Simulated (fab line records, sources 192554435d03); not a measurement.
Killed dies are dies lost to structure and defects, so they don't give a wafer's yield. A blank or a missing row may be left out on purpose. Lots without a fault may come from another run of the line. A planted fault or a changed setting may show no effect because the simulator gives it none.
Split-lot experiment | flow n5_finfet | 7 lots, 21 wafers read, on a route of 1938 steps

THE SPLIT
At N5_SD_EPI_N_ETCH_16 (etches SiO2 in CHF3/O2, target depth 5 nm), the setting target_depth_a was moved away from the recipe's 50 angstrom on 8 of the 21 wafers read, by -12.0% to +11.5%. The other wafers ran this setting at the recipe's value.

The reading is taken at the split's own step.

THE READING
etch.depth_nm (the simulator's own value, which no gauge read), in nm, at N5_SD_EPI_N_ETCH_16 (etches SiO2 in CHF3/O2, target depth 5 nm). The file gives no usual value for it. The 13 wafers here that ran the recipe average 5.025 nm, standard deviation 0.1 nm.

wafer  | tool, chamber at the split | target_depth_a as run, angstrom | against the recipe | etch.depth_nm, nm | against lot-mates on the recipe
L074.3 | rie_diel-05, 0             | 50                              | recipe             | 4.954             | -
L074.4 | rie_diel-05, 1             | 50                              | recipe             | 4.978             | -
L074.6 | rie_diel-05, 1             | 50                              | recipe             | 5.034             | -
L077.2 | rie_diel-05, 1             | 50                              | recipe             | 5.032             | -
L077.4 | rie_diel-05, 0             | 50                              | recipe             | 4.966             | -
L077.6 | rie_diel-05, 3             | 44.8                            | -10.4%             | 4.37              | -0.629
L079.4 | rie_diel-01, 3             | 50                              | recipe             | 5.063             | -
L079.5 | rie_diel-01, 0             | 50                              | recipe             | 5.036             | -
L079.6 | rie_diel-01, 2             | 45.42                           | -9.2%              | 4.642             | -0.407
L082.1 | rie_diel-03, 0             | 50                              | recipe             | 4.958             | -
L082.5 | rie_diel-03, 0             | 44.14                           | -11.7%             | 4.378             | -0.518
L082.6 | rie_diel-03, 2             | 50                              | recipe             | 4.833             | -
L085.3 | rie_diel-01, 1             | 55.77                           | +11.5%             | 5.686             | +0.577
L085.4 | rie_diel-01, 0             | 55.77                           | +11.5%             | 5.583             | +0.474
L085.6 | rie_diel-01, 3             | 50                              | recipe             | 5.109             | -
L087.4 | rie_diel-05, 1             | 45.73                           | -8.5%              | 4.623             | -0.470
L087.5 | rie_diel-05, 2             | 45.73                           | -8.5%              | 4.9               | -0.193
L087.6 | rie_diel-05, 1             | 50                              | recipe             | 5.093             | -
L092.1 | rie_diel-05, 2             | 44.01                           | -12.0%             | 4.648             | -0.486
L092.4 | rie_diel-05, 1             | 50                              | recipe             | 4.973             | -
L092.5 | rie_diel-05, 2             | 50                              | recipe             | 5.294             | -

THE FIT
A straight line over all 21 wafers: etch.depth_nm changes by +0.0471 nm for each +1% of target_depth_a; r = +0.93; the points scatter about the line by 0.13 nm.
The same after taking each lot's own level away (the mean of its wafers on the recipe; 21 wafers): +0.0452 nm for each +1%; r = +0.96; scatter 0.087 nm.
On that fit, the largest move of target_depth_a shifts the reading by 0.54 nm.
The lots' own levels span 4.8955 to 5.1335 nm, that is 2.3 times the standard deviation above.
So the lot-to-lot level changes the slope little: the two slopes agree.
Check: with one of the wafers moved furthest among these (-12.0%) left out of the fit, the line predicts -0.551 nm for it against its lot-mates. It came out at -0.486 nm against them.

OTHER SPLITS ON THESE WAFERS
These wafers also went through other splits before the reading. Each is held against what the fit with the lots' levels taken away leaves over:
other split on the same wafers | wafers away from the commonest value | r with etch.depth_nm (lot level and that fit taken away)
N5_DUMMY_GATE_COAT_34 spin_rpm | 8                                    | -0.18

THE FILE'S OWN FIT
etch.depth_nm changes by +0.0457 nm for each +1% of target_depth_a, r = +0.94.
